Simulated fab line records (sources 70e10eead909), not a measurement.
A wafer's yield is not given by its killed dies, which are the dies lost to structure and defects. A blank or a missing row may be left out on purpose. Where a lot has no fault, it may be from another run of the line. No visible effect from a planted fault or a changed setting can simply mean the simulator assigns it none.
fab line records	flow nandHarc	part 1 of 2: steps 1 to 4 of 6
record lots=22	wafers=66	lastDay=33
route steps=1302 shown A_CHANNEL_HOLE_D1@488 A_CHANNEL_FILL_D1@509 A_CHANNEL_HOLE_D2@589 A_CHANNEL_FILL_D2@613
lots that met no fault: taken from a fault-free run of the same line
startH: hours from the record's first day to the start of the lot's first wafer shown	waitH: hours from the lot's prior step to this one	" unchanged from the row above	L1.1+2: a row that stands for several wafers	- no value, or no start given	* or withheld: withheld	< > ~ a bound
route shown NAME@n: a module of which the file shows steps, and the number in the route of the first	usual: the fault-free wafers' mean and standard deviation	same: alike in all rows	chamber/n: place in a boat	sites: the reading at each site	_std_site: their standard deviation	_edge_site: inner sites' mean taken away from outer sites' mean	radiusMm: how far each site lies from the wafer's centre	mask NAME#n: copy n	behind: tool/chamber where the wafer was last shaped	hold: the reason the lot was held/the length of the hold in hours/how it ended	device: whichever transistor did not switch (one of n, p or np)	end of line: at the end of the route, the tests of the same wafers	for a step that has no rows: nothing shown but its recipe	killed: dies that structure and defects cost at the first sort, which is not the same as the wafer's yield	map: a wafer's dies, marking killed ones x, the rest . and places with no die _
set.NAME: the run value of the setting; set.NAME@STEP: its run value at that earlier step	model.NAME: the simulator's own value behind a step, which no gauge read
route steps across a sampled set of lots; one table per step, one row per wafer
services: the hour from which a tool's chamber was out of use, counted from the record's first day as startH (under 0 if before that day), plus the number of hours and why
## steps
# step NHARC_A_CHANNEL_HOLE_D1_XSEM_31
# recipe landingEnergyEv=35000
# usual botCdNm=75.0/1.2	bowNm=8.66/0.29	tiltDeg=0.07/0.042
lot.wafer	tool	chamber	startH	waitH	botCdNm	bowNm	tiltDeg
L074.1	xsem-02	0	185.29	0.1	76.7	9.18	0.01
L074.4	"	0	"	"	77.2	9.09	0.01
L074.6	"	0	"	"	75.9	9.15	0.01
L075.3	xsem-01	0	194.10	0.1	74.6	8.35	0.05
L075.4	"	0	"	"	73.7	8.31	0.05
L075.5	"	0	"	"	75.7	8.31	0.05
L076.3	xsem-02	0	206.93	0.1	76.9	8.51	0.05
L076.5	"	0	"	"	77.2	8.57	0.05
L076.6	"	0	"	"	77.0	8.56	0.05
L078.3	xsem-01	0	226.35	0.1	76.0	8.72	0.13
L078.4	"	0	"	"	76.1	8.80	0.13
L078.6	"	0	"	"	74.1	8.73	0.13
L077.2	xsem-02	0	229.96	0.1	73.7	8.84	0.15
L077.3	"	0	"	"	74.3	8.83	0.15
L077.4	"	0	"	"	73.2	8.84	0.15
L079.3	xsem-01	0	238.08	0.1	73.8	8.36	0.08
L079.4	"	0	"	"	74.3	8.39	0.08
L079.5	"	0	"	"	75.2	8.41	0.08
L080.1	xsem-02	0	248.32	0.1	75.0	8.90	0.03
L080.5	"	0	"	"	76.0	8.92	0.03
L080.6	"	0	"	"	76.3	8.96	0.03
L081.2	xsem-02	0	258.33	0.1	74.5	8.57	0.08
L081.4	"	0	"	"	74.5	8.67	0.08
L081.5	"	0	"	"	73.3	8.71	0.08
L083.1	xsem-02	0	271.08	0.1	75.3	8.92	0.04
L083.4	"	0	"	"	74.7	8.97	0.04
L083.5	"	0	"	"	74.9	9.02	0.04
L082.3	xsem-01	0	272.31	0.1	75.0	9.18	0.12
L082.4	"	0	"	"	75.5	9.19	0.12
L082.6	"	0	"	"	76.9	9.15	0.13
L084.2	xsem-02	0	282.29	0.1	74.8	8.50	0.07
L084.3	"	0	"	"	76.2	8.48	0.07
L084.5	"	0	"	"	74.9	8.59	0.07
L085.1	xsem-01	0	294.74	0.1	74.1	8.64	0.06
L085.3	"	0	"	"	74.2	8.61	0.06
L085.4	"	0	"	"	76.6	8.62	0.06
L086.1	xsem-02	0	304.57	0.1	74.3	8.52	0.07
L086.3	"	0	"	"	75.7	8.55	0.07
L086.4	"	0	"	"	73.0	8.62	0.07
L089.2	xsem-01	0	330.25	0.1	73.4	9.09	0.02
L089.3	"	0	"	"	75.4	9.08	0.02
L089.6	"	0	"	"	72.9	9.08	0.02
L087.1	xsem-02	0	333.38	0.1	74.7	8.79	0.12
L087.2	"	0	"	"	76.6	8.86	0.12
L087.4	"	0	"	"	74.9	8.85	0.12
L090.1	xsem-02	0	349.98	0.1	73.9	8.67	0.04
L090.3	"	0	"	"	73.4	8.64	0.04
L090.5	"	0	"	"	75.2	8.58	0.04
L091.1	xsem-02	0	356.97	0.1	75.9	8.62	0.04
L091.3	"	0	"	"	74.7	8.60	0.04
L091.6	"	0	"	"	74.9	8.66	0.04
L092.1	xsem-02	0	369.15	0.1	76.6	8.31	0.10
L092.2	"	0	"	"	77.5	8.35	0.09
L092.3	"	0	"	"	76.4	8.36	0.09
L093.1	xsem-02	0	375.39	0.1	75.9	8.87	0.07
L093.4	"	0	"	"	73.0	8.84	0.07
L093.5	"	0	"	"	74.3	8.93	0.07
L094.1	xsem-01	0	391.08	0.1	75.6	8.91	0.09
L094.4	"	0	"	"	75.6	8.88	0.09
L094.6	"	0	"	"	74.9	8.88	0.09
L095.1	xsem-01	0	399.08	0.1	74.9	8.04	0.01
L095.3	"	0	"	"	73.9	8.01	0.01
L095.5	"	0	"	"	73.7	7.99	0.01
L097.1	xsem-01	0	425.96	0.1	73.5	8.29	0.14
L097.4	"	0	"	"	75.1	8.19	0.14
L097.5	"	0	"	"	74.5	8.32	0.14
# step NHARC_A_CHANNEL_FILL_D1_STRIP_29
# recipe timeS=20	o2FlowSccm=500	arFlowSccm=0	biasW=0	chemistry=O2
# usual drypumpMotorCurrentA=5.9/0.47	oesProductAu=1.001/0.0078	rfVppV=57.9/0.85	showerheadPlenumPTorr=3.59/0.14	throttleValvePct=17.035/0.0095
# same biasW=0
lot.wafer	tool	chamber	startH	waitH	drypumpMotorCurrentA	oesProductAu	rfHoursCounterH	rfVppV	showerheadPlenumPTorr	throttleValvePct
L074.1	rieDiel-06	1	-	-	6.4	1.005	3.1	58.6	3.63	17.017
L074.4	"	2	"	"	5.6	1.010	4.1	58.2	3.68	17.039
L074.6	"	1	"	"	6.4	0.999	-	58.3	3.64	17.024
L075.3	rieDiel-08	1	238.01	0.1	6.3	1.004	2.3	58.2	3.76	17.053
L075.5	"	2	"	"	5.8	1.008	-	56.4	3.35	17.049
L075.4	"	0	"	"	5.7	0.995	-	57.7	3.51	17.037
L076.3	rieDiel-08	0	-	-	5.7	0.998	3.8	56.6	3.51	17.046
L076.5	"	0	"	"	5.7	0.987	-	58.5	3.51	17.041
L076.6	"	1	"	"	6.3	0.998	-	57.9	3.76	17.015
L078.4	rieDiel-07	2	-	-	5.7	0.996	6.2	57.6	3.61	17.036
L078.3	"	3	"	"	5.9	1.004	5.4	57.5	3.58	17.047
L078.6	"	2	"	"	5.7	0.991	-	58.3	3.61	17.036
L077.2	rieDiel-08	3	271.15	0.1	4.8	0.998	4.6	58.1	3.31	17.031
L077.3	"	2	"	"	5.8	1.008	4.0	57.5	3.35	17.029
L077.4	"	1	"	"	6.3	1.012	-	58.3	3.76	17.031
L079.4	rieDiel-08	2	-	-	5.8	1.005	4.6	57.0	3.35	17.036
L079.3	"	0	"	"	5.7	0.993	4.4	58.2	3.51	17.046
L079.5	"	3	"	"	4.8	1.001	-	57.7	3.31	17.034
L080.1	rieDiel-06	0	-	-	5.9	1.014	5.4	58.1	3.62	17.042
L080.6	"	0	"	"	5.9	1.022	-	57.9	3.62	17.036
L080.5	"	1	"	"	6.4	1.012	-	57.9	3.63	17.035
L081.4	rieDiel-06	0	-	-	5.9	1.015	5.5	58.3	3.62	17.036
L081.2	"	2	"	"	5.5	0.996	5.7	57.6	3.68	17.036
L081.5	"	0	"	"	5.9	1.015	-	57.7	3.62	17.033
L083.1	rieDiel-08	2	-	-	5.8	1.011	7.9	56.2	3.35	17.018
L083.4	"	0	"	"	5.7	1.001	7.5	57.7	3.50	17.032
L083.5	"	3	"	"	4.8	1.014	-	57.5	3.31	17.045
L082.3	rieDiel-07	3	315.52	0.1	5.9	0.998	1.5	58.2	3.58	17.035
L082.6	"	0	"	"	6.4	0.989	-	57.1	3.69	17.037
L082.4	"	1	"	"	6.5	0.994	-	58.9	3.72	17.032
L084.2	rieDiel-06	1	-	-	6.4	0.990	0.1	57.5	3.63	17.018
L084.3	"	2	"	"	5.6	0.990	0.2	58.4	3.68	17.031
L084.5	"	1	"	"	6.4	0.994	-	57.8	3.63	17.033
L085.1	rieDiel-08	1	-	-	6.3	1.008	8.3	58.0	3.76	17.029
L085.3	"	2	"	"	5.8	1.001	9.3	56.2	3.35	17.035
L085.4	"	3	"	"	4.8	1.009	10.4	56.5	3.31	17.040
L086.3	rieDiel-08	3	-	-	4.8	0.994	11.3	55.6	3.31	17.042
L086.4	"	0	"	"	5.7	0.998	9.8	56.6	3.50	17.039
L086.1	"	1	"	"	6.3	1.010	9.3	58.9	3.76	17.040
L089.2	rieDiel-06	2	-	-	5.5	0.996	2.5	56.4	3.68	17.037
L089.3	"	3	"	"	5.7	0.999	1.9	58.5	3.67	17.027
L089.6	"	1	"	"	6.4	1.005	-	56.7	3.63	17.026
L087.4	rieDiel-07	1	-	-	6.5	0.990	6.0	58.8	3.72	17.037
L087.2	"	2	"	"	5.8	0.991	4.0	58.0	3.61	17.034
L087.1	"	0	"	"	6.4	1.002	5.4	58.5	3.69	17.033
L090.3	rieDiel-06	2	-	-	5.5	0.999	2.7	58.1	3.67	17.019
L090.1	"	0	"	"	5.9	1.001	2.3	58.3	3.62	17.026
L090.5	"	2	"	"	5.5	0.995	-	57.3	3.67	17.032
L091.1	rieDiel-06	2	-	-	5.5	0.997	3.7	57.5	3.67	17.024
L091.3	"	3	"	"	5.8	1.005	2.9	58.4	3.67	17.045
L091.6	"	1	"	"	6.4	1.006	-	57.4	3.63	17.053
L092.2	rieDiel-06	1	-	-	6.4	1.004	4.1	56.8	3.63	17.027
L092.1	"	2	"	"	5.6	0.994	4.0	57.6	3.67	17.043
L092.3	"	0	"	"	5.9	0.999	3.4	59.5	3.62	17.039
L093.1	rieDiel-07	1	418.81	0.1	6.5	1.004	7.6	59.2	3.72	17.040
L093.5	"	2	"	"	5.7	1.005	-	58.8	3.61	17.016
L093.4	"	0	"	"	6.4	1.009	-	57.8	3.68	17.032
L094.1	rieDiel-07	3	-	-	5.9	0.991	6.4	58.5	3.58	17.037
L094.4	"	0	"	"	6.4	0.988	7.4	58.1	3.68	17.035
L094.6	"	3	"	"	5.9	0.988	-	58.3	3.58	17.032
L095.3	rieDiel-08	3	-	-	4.8	0.988	4.4	57.8	3.31	17.036
L095.1	"	1	"	"	6.3	0.999	4.5	58.0	3.76	17.020
L095.5	"	3	"	"	4.8	0.996	-	58.0	3.31	17.048
L097.1	rieDiel-08	0	-	-	5.7	1.001	6.6	57.7	3.50	17.032
L097.4	"	1	"	"	6.3	1.005	6.3	58.1	3.76	17.025
L097.5	"	1	"	"	6.3	0.995	-	60.0	3.76	17.036
# step NHARC_A_CHANNEL_HOLE_D2_ETCH_16
# recipe targetDepthA=31000	overEtchFrac=0.3	timeS=806	ionEnergyEv=150	o2FlowSccm=400	cosFlowSccm=20	arFlowSccm=0	rfW=500	biasW=300	chemistry=O2/COS
# usual biasW=300.0/0.97	drypumpMotorCurrentA=5.9/0.47	oesProductAu=0.998/0.0073	rfVppV=313.2/1.6	showerheadPlenumPTorr=3.06/0.095	throttleValvePct=28.329/0.0091
lot.wafer	tool	chamber	startH	waitH	biasW	drypumpMotorCurrentA	oesProductAu	rfHoursCounterH	rfVppV	showerheadPlenumPTorr	throttleValvePct
L074.4	rieDiel-12	0	-	-	301.8	4.8	1.006	1.4	313.9	3.09	28.329
L074.1	"	1	"	"	299.4	6.2	0.995	1.5	314.9	3.18	28.325
L074.6	"	0	"	"	300.6	4.7	1.006	-	314.6	3.09	28.344
L075.3	rieDiel-03	2	-	-	300.1	5.7	0.995	0.4	312.6	2.95	28.338
L075.4	"	1	"	"	300.9	6.7	1.001	0.4	313.2	3.12	28.341
L075.5	"	3	"	"	301.4	6.0	0.993	-	310.5	2.94	28.323
L076.3	rieDiel-03	2	-	-	300.8	5.7	0.981	1.4	311.6	2.95	28.336
L076.6	"	0	"	"	299.7	6.0	0.993	-	315.2	3.10	28.335
L076.5	"	1	"	"	299.9	6.7	0.991	-	314.2	3.12	28.339
L078.4	rieDiel-04	0	-	-	299.9	6.0	0.998	8.1	312.3	2.97	28.321
L078.3	"	3	"	"	301.7	5.5	0.993	8.6	314.0	2.99	28.327
L078.6	"	1	"	"	297.8	5.7	0.992	-	313.5	3.03	28.328
L077.4	rieDiel-12	1	-	-	297.4	6.2	1.010	4.3	315.8	3.18	28.331
L077.3	"	2	"	"	300.2	6.5	1.005	3.9	318.0	3.29	28.345
L077.2	"	0	"	"	299.3	4.8	0.999	4.0	314.0	3.09	28.339
L079.4	rieDiel-12	0	-	-	299.7	4.7	1.001	4.5	313.3	3.09	28.337
L079.3	"	1	"	"	300.9	6.2	1.012	5.0	315.7	3.18	28.345
L079.5	"	1	"	"	299.9	6.2	1.000	-	314.4	3.18	28.313
L080.1	rieDiel-04	1	-	-	301.7	5.7	0.999	8.7	312.7	3.03	28.329
L080.6	"	3	"	"	300.1	5.5	1.002	-	312.8	2.99	28.330
L080.5	"	0	"	"	301.4	6.0	1.004	-	312.6	2.97	28.335
L081.2	rieDiel-03	2	-	-	298.8	5.7	0.998	4.0	310.5	2.95	28.335
L081.4	"	0	"	"	299.5	6.0	1.009	4.4	314.4	3.09	28.322
L081.5	"	1	"	"	299.5	6.7	0.992	-	314.8	3.12	28.330
L083.1	rieDiel-04	3	-	-	301.0	5.5	1.007	0.5	311.7	2.99	28.329
L083.4	"	0	"	"	301.4	6.0	0.986	0.4	311.5	2.97	28.329
L083.5	"	1	"	"	299.4	5.7	0.984	-	313.2	3.03	28.337
L082.4	rieDiel-04	3	-	-	299.9	5.5	1.008	1.0	311.2	2.99	28.351
L082.3	"	2	"	"	299.5	5.8	1.002	1.2	312.9	3.03	28.331
L082.6	"	3	"	"	298.8	5.5	1.012	-	310.7	2.99	28.325
L084.3	rieDiel-03	0	-	-	300.3	6.0	0.993	5.0	313.1	3.09	28.328
L084.2	"	1	"	"	298.9	6.7	0.992	4.9	312.7	3.12	28.336
L084.5	"	2	"	"	299.8	5.7	1.004	-	311.5	2.95	28.326
L085.1	rieDiel-04	2	-	-	300.4	5.8	1.002	2.4	312.1	3.03	28.313
L085.3	"	3	"	"	301.2	5.5	0.999	2.5	312.3	2.99	28.318
L085.4	"	1	"	"	301.1	5.7	0.998	2.2	311.8	3.03	28.337
L086.3	rieDiel-12	0	-	-	300.1	4.8	0.995	7.1	314.0	3.09	28.332
L086.1	"	2	"	"	301.1	6.5	1.001	8.8	316.4	3.29	28.334
L086.4	"	3	"	"	299.9	5.9	1.006	7.6	314.8	3.11	28.333
L089.3	rieDiel-12	0	-	-	299.4	4.7	1.013	8.7	313.6	3.09	28.323
L089.2	"	2	"	"	299.8	6.5	1.006	10.6	317.0	3.29	28.341
L089.6	"	1	"	"	299.9	6.2	1.008	-	314.8	3.18	28.338
L087.2	rieDiel-04	2	-	-	300.2	5.8	1.003	4.7	312.3	3.02	28.316
L087.4	"	3	"	"	300.8	5.4	0.998	4.3	311.7	2.99	28.319
L087.1	"	0	"	"	298.4	6.0	0.992	4.1	312.2	2.97	28.332
L090.1	rieDiel-04	0	-	-	299.5	6.0	0.996	5.5	311.5	2.97	28.307
L090.3	"	2	"	"	299.4	5.8	1.000	6.2	312.8	3.02	28.322
L090.5	"	0	"	"	300.6	6.0	0.982	-	311.3	2.97	28.342
L091.3	rieDiel-12	1	-	-	299.2	6.2	0.995	1.8	315.0	3.17	28.326
L091.1	"	2	"	"	299.9	6.5	1.010	2.4	316.8	3.29	28.329
L091.6	"	0	"	"	300.2	4.7	1.001	-	314.3	3.09	28.340
L092.2	rieDiel-03	1	-	-	299.8	6.7	0.997	1.2	313.4	3.12	28.322
L092.1	"	3	"	"	300.9	6.0	1.004	0.8	311.5	2.94	28.334
L092.3	"	0	"	"	299.4	6.0	1.002	0.7	314.8	3.09	28.333
L093.4	rieDiel-03	1	-	-	299.3	6.7	0.996	2.1	314.4	3.12	28.332
L093.1	"	0	"	"	301.2	6.0	1.004	1.4	314.1	3.09	28.323
L093.5	"	1	"	"	301.2	6.7	1.007	-	316.2	3.12	28.332
L094.4	rieDiel-03	3	-	-	300.4	6.0	1.005	2.3	310.2	2.93	28.334
L094.1	"	0	"	"	299.6	6.1	0.995	2.2	314.7	3.09	28.312
L094.6	"	2	"	"	299.4	5.7	0.992	-	311.5	2.95	28.316
L095.3	rieDiel-04	3	-	-	298.3	5.5	0.998	7.1	312.2	2.99	28.319
L095.1	"	0	"	"	300.2	6.0	0.994	7.2	311.9	2.97	28.330
L095.5	"	2	"	"	298.3	5.8	0.987	-	313.0	3.02	28.316
L097.1	rieDiel-03	2	-	-	300.6	5.7	1.003	7.8	311.0	2.95	28.339
L097.4	"	3	"	"	299.2	6.0	1.011	5.5	312.7	2.93	28.304
L097.5	"	2	"	"	302.0	5.7	1.000	-	312.9	2.95	28.332
# step NHARC_A_CHANNEL_HOLE_D2_ETCH_22
# recipe biasV=3000	sourceW=withheld	pressureMtorr=20	timeS=666.7	arFlowSccm=375	c4f8FlowSccm=89.3	o2FlowSccm=35.7	tempC=-20	targetDepthA=16000	chemistry=C4F8/O2/Ar
# usual drypumpMotorCurrentA=5.7/0.4	showerheadPlenumPTorr=3.65/0.14	throttleValvePct=32.155/0.0088
lot.wafer	tool	chamber	startH	waitH	drypumpMotorCurrentA	rfHoursCounterH	showerheadPlenumPTorr	throttleValvePct
L074.1	harEtch-01	1	291.52	0.4	5.1	151	3.68	32.164
L074.4	"	0	"	"	6.4	-	3.54	32.172
L074.6	"	1	"	"	5.1	-	3.68	32.145
L075.4	harEtch-02	1	298.79	0.4	5.8	-	3.48	32.155
L075.3	"	0	"	"	5.7	-	3.69	32.159
L075.5	"	0	"	"	5.7	-	3.69	32.152
L076.3	harEtch-02	1	314.55	0.4	5.8	-	3.48	32.178
L076.5	"	1	"	"	5.8	-	3.47	32.140
L076.6	"	0	"	"	5.6	-	3.69	32.160
L078.3	harEtch-02	0	336.74	0.4	5.7	-	3.68	32.160
L078.4	"	1	"	"	5.8	-	3.47	32.162
L078.6	"	1	"	"	5.8	-	3.47	32.153
L077.2	harEtch-01	0	337.23	0.4	6.4	173	3.53	32.162
L077.4	"	0	"	"	6.4	-	3.53	32.156
L077.3	"	1	"	"	5.1	-	3.66	32.158
L079.3	harEtch-02	1	340.93	0.4	5.8	-	3.46	32.160
L079.4	"	0	"	"	5.7	-	3.68	32.163
L079.5	"	1	"	"	5.8	-	3.46	32.149
L080.1	harEtch-02	1	348.84	0.4	5.8	390	3.46	32.159
L080.6	"	0	"	"	5.7	-	3.67	32.158
L080.5	"	1	"	"	5.8	-	3.46	32.145
L081.2	harEtch-01	1	361.20	0.4	5.1	192	3.65	32.139
L081.4	"	1	"	"	5.1	-	3.65	32.159
L081.5	"	0	"	"	6.4	-	3.52	32.147
L083.1	harEtch-01	0	377.18	0.4	6.4	200	3.51	32.147
L083.4	"	1	"	"	5.1	-	3.65	32.155
L083.5	"	0	"	"	6.4	-	3.51	32.165
L082.4	harEtch-01	1	381.55	0.4	5.1	-	3.65	32.153
L082.3	"	0	"	"	6.3	-	3.51	32.155
L082.6	"	0	"	"	6.4	-	3.51	32.151
L084.2	harEtch-01	1	390.17	0.4	5.1	212	3.64	32.172
L084.3	"	0	"	"	6.4	-	3.50	32.154
L084.5	"	1	"	"	5.1	-	3.64	32.162
L085.1	harEtch-01	1	403.50	0.4	5.1	220	3.64	32.160
L085.3	"	0	"	"	6.4	-	3.50	32.158
L085.4	"	1	"	"	5.1	-	3.64	32.152
L086.1	harEtch-02	0	410.43	0.4	5.7	5	3.66	32.152
L086.4	"	1	"	"	5.8	-	3.93	32.155
L086.3	"	0	"	"	5.7	-	3.66	32.141
L089.2	harEtch-02	0	434.13	0.4	5.7	20	3.65	32.158
L089.3	"	0	"	"	5.7	-	3.65	32.149
L089.6	"	0	"	"	5.7	-	3.65	32.152
L087.1	harEtch-01	0	437.17	0.4	6.4	239	3.49	32.165
L087.2	"	1	"	"	5.1	239	3.63	32.146
L087.4	"	0	"	"	6.4	-	3.49	32.151
L090.1	harEtch-02	1	456.10	0.4	5.8	31	3.92	32.156
L090.3	"	1	"	"	5.8	-	3.92	32.150
L090.5	"	0	"	"	5.7	-	3.64	32.150
L091.1	harEtch-02	0	466.67	0.4	5.7	39	3.64	32.155
L091.3	"	0	"	"	5.7	-	3.64	32.147
L091.6	"	0	"	"	5.7	-	3.64	32.152
L092.2	harEtch-02	0	476.82	0.4	5.6	47	3.64	32.158
L092.1	"	1	"	"	5.8	47	3.91	32.154
L092.3	"	0	"	"	5.6	-	3.64	32.153
L093.1	harEtch-02	0	484.04	0.4	5.7	51	3.63	32.141
L093.4	"	0	"	"	5.7	-	3.63	32.152
L093.5	"	1	"	"	5.8	-	3.90	32.150
L094.1	harEtch-02	1	498.91	0.4	5.8	55	3.90	32.145
L094.4	"	1	"	"	5.8	-	3.90	32.162
L094.6	"	1	"	"	5.8	-	3.90	32.147
L095.1	harEtch-01	1	510.46	0.4	5.1	280	3.61	32.164
L095.3	"	1	"	"	5.1	-	3.61	32.151
L095.5	"	1	"	"	5.1	-	3.61	32.154
L097.1	harEtch-02	0	537.75	0.4	5.7	82	3.62	32.154
L097.4	"	1	"	"	5.8	-	3.89	32.156
L097.5	"	1	"	"	5.8	-	3.89	32.169
